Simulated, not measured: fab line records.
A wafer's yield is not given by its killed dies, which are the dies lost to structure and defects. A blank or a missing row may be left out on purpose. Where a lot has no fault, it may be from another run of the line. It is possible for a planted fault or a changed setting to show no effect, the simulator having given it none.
fab line records	flow nand_harc
record lots=24	wafers=72	last_day=24
route steps=1159 shown P_GATE@209 P_CONTACT@252 P_M1@295 P_M2@330 P_BONDPAD@380
lots untouched by any fault: they come from a run of this same line in which no faults occurred
start_h: hours from the record's opening day to when the first of the lot's shown wafers began	wait_h: hours elapsed since this lot's preceding step	" identical to the entry in the row above	L1.1+2: several wafers, shown together as one row	- no value, or no start given	* or withheld: withheld	< > ~ a bound
route shown NAME@n: NAME is a module with steps in the file, n the number in the route of the first one	usual: the fault-free wafers' mean and standard deviation	same: alike in all rows	chamber/n: place in a boat	sites: readings site by site	_std_site: the standard deviation of these	_edge_site: inner sites' mean taken away from outer sites' mean	radius_mm: how far each site lies from the wafer's centre	mask NAME#n: copy n	behind: tool/chamber where the wafer was last shaped	hold: what put the lot on hold/how long, in hours/how the hold closed	device: transistor that didn't switch, given as n, p or np	end of line: the tests these same wafers got at the end of their route	a step without rows: its recipe alone	killed: at the first sort, the dies lost to defects and structure; wafer yield is something else	map: a wafer's dies, marking killed ones x, the rest . and places with no die _
set.NAME: the setting the step ran with; set.NAME@STEP: the setting that earlier step ran with	model.NAME: the simulator's own value behind a step, which no gauge read
a sample of lots followed through the steps of the route, with each step as a table and each wafer as a row
services: a tool's chamber out of use, with start hour (start_h, from the record's first day; less than 0 if before it), hours out, and reason
## steps
# step NHARC_P_GATE_DEGAS_109
# recipe temp_c=300	time_s=60
# usual heater_power_w=456/44
lot.wafer	tool	chamber	start_h	wait_h	heater_power_w
L074.2	pvd_sputter-01	-	107.69	0.1	411
L074.4	"	-	"	"	444
L074.6	"	-	"	"	409
L075.3	pvd_sputter-02	-	118.19	0.1	567
L075.2	"	-	"	"	437
L075.5	"	-	"	"	606
L076.3	pvd_sputter-02	-	120.17	0.1	441
L076.2	"	-	"	"	430
L076.6	"	-	"	"	439
L077.2	pvd_sputter-03	-	126.54	0.1	435
L077.3	"	-	"	"	467
L077.5	"	-	"	"	421
L078.2	pvd_sputter-03	-	128.09	0.1	416
L078.3	"	-	"	"	429
L078.5	"	-	"	"	431
L080.2	pvd_sputter-03	-	137.10	0.1	456
L080.6	"	-	"	"	457
L080.5	"	-	"	"	472
L079.3	pvd_sputter-02	-	137.94	0.1	579
L079.4	"	-	"	"	433
L079.5	"	-	"	"	576
L081.4	pvd_sputter-03	-	145.93	0.1	462
L081.2	"	-	"	"	423
L081.6	"	-	"	"	430
L082.2	pvd_sputter-01	-	153.08	0.1	425
L082.3	"	-	"	"	496
L082.6	"	-	"	"	444
L083.1	pvd_sputter-03	-	166.91	0.1	441
L083.3	"	-	"	"	456
L083.2	"	-	"	"	478
L085.2	pvd_sputter-03	-	174.82	0.1	432
L085.4	"	-	"	"	471
L085.3	"	-	"	"	478
L084.4	pvd_sputter-03	-	175.59	0.1	460
L084.3	"	-	"	"	423
L084.5	"	-	"	"	470
L088.2	pvd_sputter-01	-	184.58	0.1	447
L088.5	"	-	"	"	508
L088.6	"	-	"	"	441
L087.1	pvd_sputter-03	-	185.35	0.1	417
L087.3	"	-	"	"	465
L087.6	"	-	"	"	405
L086.4	pvd_sputter-02	-	186.34	0.1	432
L086.1	"	-	"	"	452
L086.3	"	-	"	"	582
L090.2	pvd_sputter-02	-	203.96	0.1	446
L090.5	"	-	"	"	576
L090.6	"	-	"	"	441
L089.1	pvd_sputter-01	-	204.26	0.1	405
L089.2	"	-	"	"	510
L089.6	"	-	"	"	500
L091.2	pvd_sputter-02	-	210.19	0.1	451
L091.3	"	-	"	"	592
L091.6	"	-	"	"	438
L092.2	pvd_sputter-01	-	210.98	0.1	492
L092.3	"	-	"	"	455
L092.6	"	-	"	"	446
L094.4	pvd_sputter-03	-	220.93	0.1	474
L094.3	"	-	"	"	463
L094.5	"	-	"	"	470
L093.2	pvd_sputter-01	-	221.35	0.1	437
L093.3	"	-	"	"	444
L093.5	"	-	"	"	451
L095.4	pvd_sputter-03	-	236.77	0.1	437
L095.1	"	-	"	"	429
L095.2	"	-	"	"	462
L096.3	pvd_sputter-02	-	242.64	0.1	441
L096.5	"	-	"	"	436
L096.6	"	-	"	"	424
L097.2	pvd_sputter-03	-	248.53	0.1	443
L097.6	"	-	"	"	415
L097.5	"	-	"	"	429
# step NHARC_P_CONTACT_INSPECT_27
# usual raw_defect_count=295/130
lot.wafer	tool	chamber	start_h	wait_h	raw_defect_count
L074.2	defect_inspect-01	-	122.23	0.1	188
L074.4	"	-	"	"	172
L074.6	"	-	"	"	257
L075.2	defect_inspect-02	-	129.05	0.1	178
L075.3	"	-	"	"	210
L075.5	"	-	"	"	212
L076.2	defect_inspect-01	-	132.86	0.1	328
L076.3	"	-	"	"	199
L076.6	"	-	"	"	230
L077.2	defect_inspect-02	-	138.75	0.1	278
L077.3	"	-	"	"	431
L077.5	"	-	"	"	229
L078.2	defect_inspect-01	-	141.99	0.1	266
L078.3	"	-	"	"	270
L078.5	"	-	"	"	379
L080.2	defect_inspect-02	-	143.97	0.1	342
L080.5	"	-	"	"	314
L080.6	"	-	"	"	196
L079.3	defect_inspect-02	-	144.53	0.1	279
L079.4	"	-	"	"	241
L079.5	"	-	"	"	225
L081.2	defect_inspect-01	-	156.41	0.1	280
L081.4	"	-	"	"	278
L081.6	"	-	"	"	561
L082.2	defect_inspect-02	-	158.79	0.1	413
L082.3	"	-	"	"	290
L082.6	"	-	"	"	269
L083.1	defect_inspect-01	-	173.33	0.1	266
L083.2	"	-	"	"	177
L083.3	"	-	"	"	220
L085.2	defect_inspect-01	-	180.65	0.1	297
L085.3	"	-	"	"	408
L085.4	"	-	"	"	486
L084.3	defect_inspect-02	-	181.45	0.1	584
L084.4	"	-	"	"	178
L084.5	"	-	"	"	220
L088.2	defect_inspect-02	-	193.74	0.1	176
L088.5	"	-	"	"	333
L088.6	"	-	"	"	139
L087.1	defect_inspect-02	-	195.04	0.1	357
L087.3	"	-	"	"	141
L087.6	"	-	"	"	258
L086.1	defect_inspect-02	-	195.58	0.1	127
L086.3	"	-	"	"	215
L086.4	"	-	"	"	263
L090.2	defect_inspect-02	-	213.01	0.1	384
L090.5	"	-	"	"	232
L090.6	"	-	"	"	238
L089.1	defect_inspect-01	-	213.55	0.1	214
L089.2	"	-	"	"	299
L089.6	"	-	"	"	143
L091.2	defect_inspect-02	-	220.04	0.1	590
L091.3	"	-	"	"	881
L091.6	"	-	"	"	521
L092.2	defect_inspect-02	-	220.57	0.1	182
L092.3	"	-	"	"	206
L092.6	"	-	"	"	195
L094.3	defect_inspect-01	-	229.96	0.1	379
L094.4	"	-	"	"	284
L094.5	"	-	"	"	314
L093.2	defect_inspect-01	-	230.91	0.1	278
L093.3	"	-	"	"	442
L093.5	"	-	"	"	317
L095.1	defect_inspect-01	-	249.04	0.1	293
L095.2	"	-	"	"	331
L095.4	"	-	"	"	344
L096.3	defect_inspect-01	-	251.57	0.1	154
L096.5	"	-	"	"	210
L096.6	"	-	"	"	161
L097.2	defect_inspect-01	-	263.26	0.1	280
L097.5	"	-	"	"	245
L097.6	"	-	"	"	272
# step NHARC_P_M1_CD_MEAS_09
# recipe target_cd_nm=130	landing_energy_ev=500
# usual cd_nm=130.0/0.62
lot.wafer	tool	chamber	start_h	wait_h	cd_nm
L074.2	cd_sem-03	0	127.07	-	130.1
L074.4	"	0	"	"	128.7
L074.6	"	0	"	"	128.4
L075.2	cd_sem-02	0	134.02	-	130.1
L075.3	"	0	"	"	129.0
L075.5	"	0	"	"	129.4
L076.2	cd_sem-02	0	137.93	-	130.5
L076.3	"	0	"	"	129.9
L076.6	"	0	"	"	130.9
L077.2	cd_sem-03	0	143.59	-	130.1
L077.3	"	0	"	"	130.5
L077.5	"	0	"	"	130.3
L078.2	cd_sem-01	0	146.71	-	130.4
L078.3	"	0	"	"	129.3
L078.5	"	0	"	"	130.0
L080.2	cd_sem-01	0	149.18	-	130.4
L080.5	"	0	"	"	129.5
L080.6	"	0	"	"	129.0
L079.3	cd_sem-01	0	149.53	-	129.3
L079.4	"	0	"	"	130.0
L079.5	"	0	"	"	130.7
L081.2	cd_sem-02	0	161.39	-	129.3
L081.4	"	0	"	"	130.1
L081.6	"	0	"	"	130.1
L082.2	cd_sem-02	0	163.61	-	129.9
L082.3	"	0	"	"	130.6
L082.6	"	0	"	"	129.8
L083.1	cd_sem-03	0	178.16	-	130.2
L083.2	"	0	"	"	130.2
L083.3	"	0	"	"	129.3
L085.2	cd_sem-03	0	185.62	-	129.5
L085.3	"	0	"	"	129.1
L085.4	"	0	"	"	129.8
L084.3	cd_sem-03	0	186.59	-	130.4
L084.4	"	0	"	"	129.9
L084.5	"	0	"	"	129.6
L088.2	cd_sem-02	0	198.96	-	130.6
L088.5	"	0	"	"	131.2
L088.6	"	0	"	"	130.2
L087.1	cd_sem-01	0	200.67	-	130.3
L087.3	"	0	"	"	131.2
L087.6	"	0	"	"	131.0
L086.1	cd_sem-03	0	200.70	-	130.8
L086.3	"	0	"	"	131.4
L086.4	"	0	"	"	130.6
L090.2	cd_sem-01	0	218.03	-	129.2
L090.5	"	0	"	"	128.8
L090.6	"	0	"	"	129.4
L089.1	cd_sem-01	0	218.72	-	130.0
L089.2	"	0	"	"	130.0
L089.6	"	0	"	"	130.2
L091.2	cd_sem-03	0	225.38	-	129.6
L091.3	"	0	"	"	130.9
L091.6	"	0	"	"	129.5
L092.2	cd_sem-03	0	226.07	-	129.7
L092.3	"	0	"	"	129.9
L092.6	"	0	"	"	129.3
L094.3	cd_sem-02	0	234.85	-	130.6
L094.4	"	0	"	"	130.4
L094.5	"	0	"	"	130.2
L093.2	cd_sem-01	0	235.69	-	130.4
L093.3	"	0	"	"	131.1
L093.5	"	0	"	"	130.3
L095.1	cd_sem-02	0	253.96	-	129.5
L095.2	"	0	"	"	129.6
L095.4	"	0	"	"	129.6
L096.3	cd_sem-03	0	256.59	-	130.2
L096.5	"	0	"	"	131.2
L096.6	"	0	"	"	130.8
L097.2	cd_sem-02	0	268.23	-	130.8
L097.5	"	0	"	"	130.8
L097.6	"	0	"	"	130.5
# step NHARC_P_M2_INSPECT_11
# usual raw_defect_count=4.7/2.6
lot.wafer	tool	chamber	start_h	wait_h	raw_defect_count
L074.2	defect_inspect-01	-	131.38	0.0	4
L074.4	"	-	"	"	2
L074.6	"	-	"	"	11
L075.2	defect_inspect-02	-	138.28	0.0	7
L075.3	"	-	"	"	2
L075.5	"	-	"	"	1
L076.2	defect_inspect-02	-	142.11	0.0	4
L076.3	"	-	"	"	2
L076.6	"	-	"	"	2
L077.2	defect_inspect-01	-	147.88	0.0	3
L077.3	"	-	"	"	1
L077.5	"	-	"	"	3
L078.2	defect_inspect-01	-	151.06	0.0	8
L078.3	"	-	"	"	5
L078.5	"	-	"	"	3
L080.2	defect_inspect-01	-	153.56	0.0	5
L080.5	"	-	"	"	4
L080.6	"	-	"	"	11
L079.3	defect_inspect-01	-	153.77	0.0	1
L079.4	"	-	"	"	3
L079.5	"	-	"	"	2
L081.2	defect_inspect-01	-	165.84	0.0	5
L081.4	"	-	"	"	3
L081.6	"	-	"	"	3
L082.2	defect_inspect-02	-	168.04	0.0	8
L082.3	"	-	"	"	8
L082.6	"	-	"	"	7
L083.1	defect_inspect-02	-	182.51	0.0	3
L083.2	"	-	"	"	4
L083.3	"	-	"	"	7
L085.2	defect_inspect-01	-	189.92	0.0	7
L085.3	"	-	"	"	9
L085.4	"	-	"	"	5
L084.3	defect_inspect-02	-	190.92	0.0	5
L084.4	"	-	"	"	3
L084.5	"	-	"	"	8
L088.2	defect_inspect-01	-	203.51	0.0	2
L088.5	"	-	"	"	4
L088.6	"	-	"	"	5
L087.1	defect_inspect-01	-	204.83	0.0	9
L087.3	"	-	"	"	11
L087.6	"	-	"	"	2
L086.1	defect_inspect-02	-	205.28	0.0	7
L086.3	"	-	"	"	2
L086.4	"	-	"	"	7
L090.2	defect_inspect-01	-	222.45	0.0	5
L090.5	"	-	"	"	7
L090.6	"	-	"	"	2
L089.1	defect_inspect-02	-	223.16	0.0	4
L089.2	"	-	"	"	4
L089.6	"	-	"	"	5
L091.2	defect_inspect-01	-	229.95	0.0	4
L091.3	"	-	"	"	2
L091.6	"	-	"	"	1
L092.2	defect_inspect-02	-	230.60	0.0	5
L092.3	"	-	"	"	3
L092.6	"	-	"	"	3
L094.3	defect_inspect-01	-	239.23	0.0	3
L094.4	"	-	"	"	6
L094.5	"	-	"	"	3
L093.2	defect_inspect-02	-	240.05	0.0	3
L093.3	"	-	"	"	2
L093.5	"	-	"	"	6
L095.1	defect_inspect-02	-	258.11	0.0	9
L095.2	"	-	"	"	3
L095.4	"	-	"	"	3
L096.3	defect_inspect-01	-	260.90	0.0	7
L096.5	"	-	"	"	4
L096.6	"	-	"	"	4
L097.2	defect_inspect-02	-	272.99	0.0	5
L097.5	"	-	"	"	5
L097.6	"	-	"	"	2
# step NHARC_P_M2_CMP_23
# recipe t_overpolish_s=20	target_thk_nm=144.3
# usual motor_current_A=12.1/1.3	time_to_endpoint_s=29.0/2.7
lot.wafer	tool	chamber	start_h	wait_h	motor_current_A	time_to_endpoint_s
L074.2	cmp-02	0	133.56	-	10.1	27.1
L074.4	"	2	"	"	13.5	29.0
L074.6	"	1	"	"	11.3	35.4
L075.2	cmp-04	1	140.46	-	11.5	31.9
L075.3	"	3	"	"	12.8	31.9
L075.5	"	1	"	"	11.9	33.4
L076.3	cmp-02	3	144.37	-	10.7	25.7
L076.2	"	1	"	"	11.9	32.7
L076.6	"	0	"	"	10.1	26.7
L077.2	cmp-04	1	150.04	-	11.9	31.1
L077.3	"	3	"	"	12.9	31.1
L077.5	"	1	"	"	12.1	30.7
L078.2	cmp-03	1	153.25	-	11.9	27.7
L078.3	"	2	"	"	14.2	34.3
L078.5	"	1	"	"	11.5	30.2
L080.2	cmp-02	0	155.82	-	9.9	29.9
L080.6	"	1	"	"	11.5	32.5
L080.5	"	2	"	"	13.5	28.6
L079.4	cmp-04	1	155.92	-	11.4	28.3
L079.3	"	3	"	"	12.7	27.1
L079.5	"	2	"	"	10.4	26.6
L081.4	cmp-03	0	168.35	-	14.1	27.2
L081.2	"	1	"	"	11.8	27.9
L081.6	"	3	"	"	12.0	28.1
L082.2	cmp-02	0	170.30	-	10.1	26.0
L082.3	"	1	"	"	11.2	32.7
L082.6	"	1	"	"	11.7	32.2
L083.3	cmp-04	0	184.95	-	12.5	30.0
L083.2	"	2	"	"	10.9	26.6
L083.1	"	3	"	"	12.6	29.4
L085.3	cmp-03	0	192.25	-	14.6	25.1
L085.2	"	1	"	"	11.9	31.2
L085.4	"	3	"	"	12.1	32.0
L084.3	cmp-04	1	193.10	-	11.5	29.5
L084.4	"	2	"	"	10.3	26.5
L084.5	"	1	"	"	11.6	28.9
L088.2	cmp-03	1	205.75	-	12.3	29.8
L088.5	"	2	"	"	14.0	34.9
L088.6	"	3	"	"	13.0	28.8
L087.3	cmp-02	0	206.99	-	9.7	25.9
L087.1	"	3	"	"	10.5	29.3
L087.6	"	0	"	"	9.9	25.1
L086.1	cmp-04	1	207.45	-	11.8	27.3
L086.3	"	2	"	"	11.0	27.9
L086.4	"	3	"	"	12.0	29.0
L090.2	cmp-03	3	224.67	-	12.9	29.9
L090.5	"	2	"	"	13.8	30.7
L090.6	"	3	"	"	12.6	29.4
L089.2	cmp-02	2	225.35	-	13.4	29.6
L089.1	"	0	"	"	10.0	28.6
L089.6	"	3	"	"	10.9	28.5
L091.3	cmp-03	1	232.21	-	11.9	26.1
L091.2	"	2	"	"	13.9	28.5
L091.6	"	2	"	"	14.7	28.3
L092.2	cmp-04	0	233.35	-	11.9	29.7
L092.3	"	1	"	"	11.8	30.1
L092.6	"	0	"	"	11.8	31.6
L094.4	cmp-03	1	241.39	-	11.6	29.4
L094.3	"	3	"	"	12.1	27.2
L094.5	"	1	"	"	11.5	31.0
L093.2	cmp-04	2	242.35	-	10.6	25.3
L093.3	"	1	"	"	12.3	28.7
L093.5	"	2	"	"	10.9	28.3
L095.4	cmp-04	1	260.40	-	11.8	27.3
L095.2	"	2	"	"	10.5	30.0
L095.1	"	3	"	"	12.3	30.6
L096.3	cmp-04	2	263.06	-	11.1	22.7
L096.5	"	2	"	"	10.5	24.9
L096.6	"	3	"	"	12.3	29.2
L097.2	cmp-03	0	275.17	-	14.8	25.1
L097.5	"	0	"	"	14.3	24.2
L097.6	"	1	"	"	11.5	31.3
# step NHARC_P_BONDPAD_CMP_19
# recipe t_overpolish_s=30	cu_recess_touch_s=16	target_thk_nm=160.81
# usual motor_current_A=11.9/1.2	overpolish_run_s=30.000/0.0093
lot.wafer	tool	chamber	start_h	wait_h	motor_current_A	overpolish_run_s
L074.2	cmp-04	0	138.07	-	12.1	29.998
L074.4	"	1	"	"	11.2	29.999
L074.6	"	0	"	"	12.5	30.005
L075.2	cmp-01	0	144.85	-	10.8	30.002
L075.3	"	2	"	"	11.8	29.993
L075.5	"	0	"	"	10.7	30.006
L076.3	cmp-01	1	148.74	-	11.8	30.000
L076.2	"	3	"	"	15.0	30.029
L076.6	"	2	"	"	11.6	30.007
L077.2	cmp-01	2	154.57	-	11.8	30.008
L077.3	"	0	"	"	10.7	29.999
L077.5	"	2	"	"	11.9	30.005
L078.2	cmp-04	1	157.71	-	11.4	30.014
L078.3	"	3	"	"	12.8	29.998
L078.5	"	0	"	"	11.9	30.007
L080.2	cmp-01	2	160.45	-	12.2	29.997
L080.5	"	3	"	"	14.6	29.980
L080.6	"	0	"	"	11.2	30.008
L079.3	cmp-04	0	160.68	-	12.4	29.988
L079.4	"	2	"	"	10.4	30.001
L079.5	"	3	"	"	11.8	30.009
L081.2	cmp-01	3	172.75	-	14.6	30.002
L081.4	"	0	"	"	10.9	29.995
L081.6	"	1	"	"	12.4	30.007
L082.3	cmp-01	3	174.81	-	14.3	30.006
L082.2	"	1	"	"	12.7	30.005
L082.6	"	0	"	"	11.2	30.010
L083.2	cmp-02	0	189.55	-	10.1	29.999
L083.3	"	2	"	"	13.5	30.003
L083.1	"	3	"	"	10.6	29.990
L085.2	cmp-04	2	196.76	-	11.1	29.997
L085.3	"	0	"	"	12.4	29.999
L085.4	"	1	"	"	11.6	29.990
L084.4	cmp-02	1	197.53	-	11.7	29.979
L084.3	"	2	"	"	13.6	30.002
L084.5	"	1	"	"	11.8	30.002
L088.2	cmp-01	0	210.14	-	10.4	30.011
L088.6	"	0	"	"	10.5	29.995
L088.5	"	1	"	"	11.8	29.996
L087.3	cmp-01	3	211.47	-	14.5	29.993
L087.1	"	1	"	"	11.9	30.017
L087.6	"	3	"	"	14.7	29.999
L086.1	cmp-04	3	212.00	-	12.8	29.989
L086.3	"	0	"	"	12.0	29.987
L086.4	"	1	"	"	11.7	29.991
L090.2	cmp-01	2	229.21	-	11.8	30.016
L090.6	"	1	"	"	12.7	30.008
L090.5	"	2	"	"	11.4	29.990
L089.1	cmp-01	3	229.91	-	14.0	30.000
L089.2	"	0	"	"	10.9	30.011
L089.6	"	2	"	"	11.3	30.002
L091.3	cmp-04	3	237.01	-	12.8	30.010
L091.2	"	1	"	"	11.6	30.004
L091.6	"	3	"	"	12.4	30.004
L092.3	cmp-02	2	238.13	-	13.8	30.012
L092.2	"	3	"	"	11.3	29.993
L092.6	"	1	"	"	11.4	29.998
L094.4	cmp-02	3	246.62	-	11.5	29.985
L094.3	"	2	"	"	13.8	29.994
L094.5	"	3	"	"	11.0	30.003
L093.3	cmp-04	3	246.86	-	13.0	30.011
L093.2	"	2	"	"	10.2	30.002
L093.5	"	0	"	"	12.4	30.002
L095.2	cmp-04	0	264.98	-	12.6	29.992
L095.4	"	1	"	"	11.5	29.991
L095.1	"	2	"	"	10.3	29.987
L096.3	cmp-04	0	267.52	-	12.0	29.985
L096.6	"	3	"	"	12.5	30.014
L096.5	"	0	"	"	12.3	29.985
L097.2	cmp-04	2	280.05	-	10.5	30.000
L097.5	"	2	"	"	10.3	29.989
L097.6	"	3	"	"	12.3	30.008
## services
tool	chamber	start_h	hours	kind
cmp-01	-	85.74	1.0	repair
cmp-02	-	98.02	12.2	repair
pvd_sputter-03	-	102.00	10.0	pm
cmp-04	-	105.00	4.0	pm
cmp-01	-	111.17	0.4	repair
cmp-02	-	128.50	4.0	pm
cmp-01	-	133.87	1.8	repair
cmp-03	-	156.00	4.0	pm
cmp-02	-	167.06	1.8	repair
cmp-01	-	179.50	4.0	pm
pvd_sputter-03	-	200.98	2.4	repair
cmp-04	-	203.00	4.0	pm
pvd_sputter-02	-	214.02	10.0	pm
cmp-04	-	214.40	0.7	repair
cmp-03	-	221.04	2.5	repair
cmp-02	-	226.50	4.0	pm
cmp-04	-	228.49	3.0	repair
cmp-02	-	236.21	0.5	repair
cmp-04	-	253.29	0.8	repair
cmp-03	-	254.00	4.0	pm
cmp-01	-	261.61	3.4	repair
cmp-02	-	276.26	1.1	repair
cmp-01	-	277.50	4.0	pm
pvd_sputter-03	-	280.00	10.0	pm
## key
fault none
